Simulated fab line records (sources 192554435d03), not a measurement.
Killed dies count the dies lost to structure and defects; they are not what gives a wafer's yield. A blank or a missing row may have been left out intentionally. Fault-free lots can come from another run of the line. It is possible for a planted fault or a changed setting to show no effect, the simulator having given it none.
2 desks, one fault || flow n5Finfet || each desk holds nothing but its own numbers, with what lay behind them at the end

## FOR THE TOOL OWNER'S DESK: rieDiel-04
The tool's own readings at N5_BEOL_M9_TRENCH_ETCH_37 (etches SiCOH lowk in C4F6/O2, target depth 151.43 nm, time 49 s): means of the sampled wafers that have a number, for each lot that ran on this tool. If a lot's mean is further than 4 standard deviations from the usual mean, the lot is out of limits and carries the mark OUT (the distance appears in the brackets). It has 11 readings, of which 7 appear: the earliest out of limits, and the ones furthest out on some lot.
Columns: A = chamberPressureMTorr at N5_BEOL_M9_TRENCH_ETCH_37, usual 30.002 mTorr; B = drypumpMotorCurrentA at N5_BEOL_M9_TRENCH_ETCH_37, usual 5.4 A; C = oes_f_703_au at N5_BEOL_M9_TRENCH_ETCH_37, usual 0.81 a.u.; D = oes_o_777_au at N5_BEOL_M9_TRENCH_ETCH_37, usual 0.81 a.u.; E = oesProductAu at N5_BEOL_M9_TRENCH_ETCH_37, usual 0.81 a.u.; F = rfFwdPowerW at N5_BEOL_M9_TRENCH_ETCH_37, usual 341.4 W; G = rfVppV at N5_BEOL_M9_TRENCH_ETCH_37, usual 660 V
{"lot": "L302", "first seen here": "day 10 15:10", "A": 30.000, "B": 5.2, "C": 0.90, "D": 0.90, "E": 0.90, "F": 340.5, "G": 665}
{"lot": "L308", "first seen here": "day 11 23:31", "A": 30.024, "B": 5.1, "C": 0.89, "D": 0.89, "E": 0.90, "F": 341.3, "G": 664}
{"lot": "L314", "first seen here": "day 13 15:26", "A": 29.999, "B": 5.1, "C": 1.13, "D": 1.09, "E": 0.93, "F": "424.6 (+64) OUT", "G": "596 (-5.8) OUT"}
{"lot": "L315", "first seen here": "day 13 21:10", "A": 30.002, "B": 5.1, "C": 1.12, "D": 1.09, "E": 0.93, "F": "425.3 (+65) OUT", "G": "596 (-5.8) OUT"}
Finding of this desk: L314, L315 out of limits; the first was L314 at day 13 15:26, on rfFwdPowerW at N5_BEOL_M9_TRENCH_ETCH_37. Within limits: L302, L308.

## AT THE METROLOGY DESK
Lot by lot, what the gauges showed, no matter which tool ran the lot: averages of those sampled wafers that carry a number. If a lot's mean is further than 4 standard deviations from the usual mean, the lot is out of limits and carries the mark OUT (the distance appears in the brackets).
Columns: A = V8_OVL at N5_BEOL_M9_OVL_MEAS_29, usual 0.1 nm; B = trenchDepthNm at N5_BEOL_M9_OCD_MEAS_38, usual 152.2 nm; C = M9_THK at N5_BEOL_M9_THK_MEAS_53, usual 140 nm; D = M9_RS at N5_BEOL_M9_RS_MEAS_57, usual 0.149 ohm/sq
{"lot": "L300", "first seen here": "day 9 23:02", "A": -1.0, "B": 151.4, "C": 137, "D": 0.151}
{"lot": "L302", "first seen here": "day 10 14:47", "A": 0.0, "B": 154.0, "C": 142, "D": 0.147}
{"lot": "L308", "first seen here": "day 11 23:09", "A": -0.1, "B": 153.3, "C": 142, "D": 0.146}
{"lot": "L314", "first seen here": "day 13 14:38", "A": -0.1, "B": "167.5 (+5.3) OUT", "C": "157 (+5.3) OUT", "D": "0.133 (-4.5) OUT"}
{"lot": "L317", "first seen here": "day 13 19:41", "A": -0.0, "B": 151.7, "C": 140, "D": 0.148}
{"lot": "L315", "first seen here": "day 13 20:47", "A": 0.4, "B": "168.1 (+5.5) OUT", "C": "156 (+5.1) OUT", "D": "0.133 (-4.4) OUT"}
{"lot": "L318", "first seen here": "day 14 02:49", "A": -0.7, "B": 152.6, "C": 140, "D": 0.149}
{"lot": "L322", "first seen here": "day 15 12:19", "A": 0.0, "B": 151.0, "C": 138, "D": 0.151}
Finding of this desk: L314, L315 out of limits; the first was L314 at day 13 15:36, on trenchDepthNm at N5_BEOL_M9_OCD_MEAS_38. Within limits: L300, L302, L308, L317, L318, L322.

## TAKEN TOGETHER
The tool owner's desk had the chance to raise an alarm at day 13 15:26 on L314, L315.
L314, L315 would have let the metrology desk raise an alarm at day 13 15:36.
Every lot named ran N5_BEOL_M9_TRENCH_ETCH_37 on rieDiel-04.

## WHAT THE SIMULATOR HAD PUT IN
Drift in process parameters on rieDiel-04 at N5_BEOL_M9_TRENCH_ETCH_37, starting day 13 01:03. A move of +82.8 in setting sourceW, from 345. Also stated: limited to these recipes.
Lots struck among those shown: L314, L315.
Time in hours from fault onset to the first out-of-limits reading at each desk: tool owner's desk 14, metrology desk 15.
